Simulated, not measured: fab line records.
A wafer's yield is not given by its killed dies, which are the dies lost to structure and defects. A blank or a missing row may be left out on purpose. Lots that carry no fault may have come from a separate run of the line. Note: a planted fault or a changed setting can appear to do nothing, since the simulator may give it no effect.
What tool caused it? ; flow nand-harc ; Sampling: 12 lots, 36 wafers, 5 of 1302 route steps

## WHAT THE GAUGES SHOWED, per wafer
NHARC_THIN_TSV_CD_MEAS_33: the cd target is 5000 nm. Usual: cd-nm reads 5000.7 nm (standard deviation 1.6).
lot;measured;on;cd-nm (nm);flag
L326;day 24 13:07;cd-sem-01;5002.3 5000.2 4997.7;
L325;day 24 21:05;cd-sem-02;5001.5 5001.6 5000.9;
L323;day 24 22:07;cd-sem-03;4998.2 5001.8 5000.6;
L329;day 26 00:21;cd-sem-02;4997.9 5000.6 5000.3;
L333;day 29 04:15;cd-sem-03;5006.3 5001.5;
L339;day 30 11:17;cd-sem-01;5001.6 5001.2 5002.5;
L338;day 30 13:53;cd-sem-02;5003.1 5001.3 5001.7;
L340;day 30 18:55;cd-sem-02;4999.8 5002.9 4998.4;
L342;day 32 08:28;cd-sem-01;4999.9 5000.6 4999.4;
L345;day 33 03:28;cd-sem-03;4999.7 5000.9 5000.7;
L343;day 33 08:21;cd-sem-01;5001.1 5000.0 4999.3;
L346;day 34 01:10;cd-sem-01;4999.6 4998.0 4998.7;

NHARC_END_SORT_01. Usual: defect-limited-yield 92.0 %, standard deviation 2.8; killed-at-array 49, standard deviation 19; killed-at-other 0.9, standard deviation 1.1; killed-at-periphery 4.0, standard deviation 2.7; killed-dies 54, standard deviation 19; killed-open 3.3, standard deviation 1.8; killed-short 2.6, standard deviation 1.6; sort_bin_2_pct 2.9 %, standard deviation 1.2; sort_bin_3_pct 0.5 %, standard deviation 0.36; sort_bin_4_pct 4.6 %, standard deviation 1.5; sort-n-pass 623, standard deviation 19; sort-rim-yield-pct 91 %, standard deviation 4.7; sort-yield-pct 92.0 %, standard deviation 2.8.
lot;measured;on;defect-limited-yield (%);killed-at-array;killed-at-other;killed-at-periphery;killed-dies;killed-open;killed-short;sort_bin_2_pct (%);sort_bin_3_pct (%);sort_bin_4_pct (%);sort-n-pass;sort-rim-yield-pct (%);sort-yield-pct (%);flag
L333;day 29 13:35;prober-01;88.8 88.8 0;66 74 675;5 1 1;5 1 1;76 76 677;2 3 1;5 4 4;4.7 3.8 96.0;1.5 0.9 0.3;5.0 6.5 3.7;601 601 0;81 94 0;88.8 88.8 0;OFF

## WHICH TOOL RAN EACH LOT (tool, then ch and the chambers of the sampled wafers, then the start)
lot;NHARC_A_M0_PVD_21;NHARC_THIN_TSV_ANNEAL_52;NHARC_THIN_TSV_DESCUM_35
L326;pvd-sputter-03, day 23 08:59;rtp-anneal-01 ch 0, day 24 11:17;rie-diel-09 ch 0,1,3, day 24 13:16
L325;pvd-sputter-03, day 23 14:57;rtp-anneal-02 ch 0, day 24 19:09;rie-diel-06 ch 0,3, day 24 21:16
L323;pvd-sputter-01, day 23 18:23;rtp-anneal-02 ch 0, day 24 20:16;rie-diel-09 ch 0,2, day 24 22:17
L329;pvd-sputter-03, day 24 20:26;rtp-anneal-01 ch 0, day 25 22:27;rie-diel-09 ch 1,2,3, day 26 00:31
L333;pvd-sputter-03, day 27 14:58;rtp-anneal-01 ch 0, day 29 02:19;rie-diel-06 ch 2,3, day 29 04:25
L339;pvd-sputter-02, day 28 20:37;rtp-anneal-02 ch 0, day 30 09:23;rie-diel-06 ch 1,2,3, day 30 11:29
L338;pvd-sputter-01, day 29 02:23;rtp-anneal-02 ch 0, day 30 11:56;rie-diel-06 ch 0,2,3, day 30 14:02
L340;pvd-sputter-02, day 29 07:43;rtp-anneal-01 ch 0, day 30 16:58;rie-diel-10 ch 2,3, day 30 19:06
L342;pvd-sputter-01, day 30 23:16;rtp-anneal-01 ch 0, day 32 06:34;rie-diel-09 ch 0,3, day 32 08:37
L345;pvd-sputter-03, day 31 23:50;rtp-anneal-02 ch 0, day 33 01:39;rie-diel-10 ch 0,1,2, day 33 03:38
L343;pvd-sputter-03, day 32 03:11;rtp-anneal-02 ch 0, day 33 06:25;rie-diel-06 ch 0,1,3, day 33 08:32
L346;pvd-sputter-03, day 32 18:23;rtp-anneal-01 ch 0, day 33 23:19;rie-diel-10 ch 0,1, day 34 01:19
- NHARC_A_M0_PVD_21: deposits Cu, target thk 30 nm, time 20.49 s.
- NHARC_THIN_TSV_ANNEAL_52: time 90 s.
- NHARC_THIN_TSV_DESCUM_35: chemistry O2, time 3 s.

## WHAT THE TOOLS THEMSELVES READ (means of the sampled wafers that have a number; where no wafer has one, the mark that the record gives instead)
NHARC_A_M0_PVD_21. Usual: throttle-valve-pct reads 29.4 % (standard deviation 0.99).
lot;tool;throttle-valve-pct (%);flag
L326;pvd-sputter-03;29.6;
L325;pvd-sputter-03;29.6;
L323;pvd-sputter-01;30.1;
L329;pvd-sputter-03;28.3;
L333;pvd-sputter-03;29.1;
L339;pvd-sputter-02;29.3;
L338;pvd-sputter-01;29.1;
L340;pvd-sputter-02;29.8;
L342;pvd-sputter-01;29.3;
L345;pvd-sputter-03;29.8;
L343;pvd-sputter-03;28.8;
L346;pvd-sputter-03;29.8;

NHARC_THIN_TSV_ANNEAL_52. Usual: wafer_temp_C_max reads 225.96 (standard deviation 0.24).
lot;tool;wafer_temp_C_max;flag
L326;rtp-anneal-01;226.08;
L325;rtp-anneal-02;225.94;
L323;rtp-anneal-02;226.08;
L329;rtp-anneal-01;225.96;
L333;rtp-anneal-01;225.79;
L339;rtp-anneal-02;225.92;
L338;rtp-anneal-02;225.98;
L340;rtp-anneal-01;225.70;
L342;rtp-anneal-01;225.94;
L345;rtp-anneal-02;226.08;
L343;rtp-anneal-02;226.20;
L346;rtp-anneal-01;226.11;

NHARC_THIN_TSV_DESCUM_35. Usual: for chamber-pressure-mTorr, 60.00 mTorr with a standard deviation of 0.062; for drypump-motor-current-A, 5.8 A with a standard deviation of 0.49; for mfc-ar-sccm, 0.011 sccm with a standard deviation of 0.016; for oes-product-au, 0.999 a.u. with a standard deviation of 0.012; for rf-vpp-V, 58.0 V with a standard deviation of 0.74; for showerhead-plenum-p-Torr, 1.96 Torr with a standard deviation of 0.077; for throttle-valve-pct, 11.311 % with a standard deviation of 0.0096.
lot;tool;chamber-pressure-mTorr (mTorr);drypump-motor-current-A (A);mfc-ar-sccm (sccm);oes-product-au (a.u.);rf-vpp-V (V);showerhead-plenum-p-Torr (Torr);throttle-valve-pct (%);flag
L326;rie-diel-09;60.00;6.4;0.014;1.009;58.0;1.94;11.310;
L325;rie-diel-06;60.06;5.2;0.001;1.013;57.9;2.00;11.316;
L323;rie-diel-09;60.02;5.6;0.006;1.005;57.2;1.89;11.321;
L329;rie-diel-09;60.02;6.0;0.017;0.999;57.5;1.87;11.317;
L333;rie-diel-06;59.95;5.5;0.001;0.997;57.5;2.02;11.309;
L339;rie-diel-06;59.99;5.7;0.010;0.998;58.5;2.02;11.307;
L338;rie-diel-06;59.97;5.4;0.001;0.996;58.4;2.00;11.322;
L340;rie-diel-10;60.01;5.8;0.000;0.983;57.9;1.97;11.315;
L342;rie-diel-09;60.02;6.4;0.000;0.999;58.3;1.98;11.319;
L345;rie-diel-10;60.02;5.9;0.020;0.991;57.8;1.93;11.309;
L343;rie-diel-06;59.99;5.6;0.010;0.998;58.5;2.01;11.313;
L346;rie-diel-10;60.01;5.6;0.029;0.992;57.9;1.95;11.313;

## THE ANSWER, worked out from the rows above alone
Rule: a lot is off if the mean of its wafers that have a number lies more than 3 standard deviations from the usual mean. A lot without any number at a reading at which 4 lots or more have one is off too. Where the step has rows for the other lots, those lots are counted as sound. Order of review: gauges by route order, followed by the tools' own readings, for which a lot's mean as printed above is used. The first step at which some lot is off is used, and at that step the reading that is off furthest; a lot without a number counts as furthest.
Off, at NHARC_END_SORT_01 on sort_bin_2_pct: L333. Neither off nor sound, because the step has no rows for them: L326, L325, L323, L329, L339, L338, L340, L342, L345, L343, L346.
A tool fits if, at a process step before that reading, it ran every lot that is off, and no sound lot after the first of them. Gauges at NHARC_END_SORT_01: tried the same way as those tools. Can't be told from this: 4 tools fit, pvd-sputter-03 at NHARC_A_M0_PVD_21, rtp-anneal-01 at NHARC_THIN_TSV_ANNEAL_52, rie-diel-06 at NHARC_THIN_TSV_DESCUM_35, prober-01 at NHARC_END_SORT_01.

## WHAT THE SIMULATOR PUT IN
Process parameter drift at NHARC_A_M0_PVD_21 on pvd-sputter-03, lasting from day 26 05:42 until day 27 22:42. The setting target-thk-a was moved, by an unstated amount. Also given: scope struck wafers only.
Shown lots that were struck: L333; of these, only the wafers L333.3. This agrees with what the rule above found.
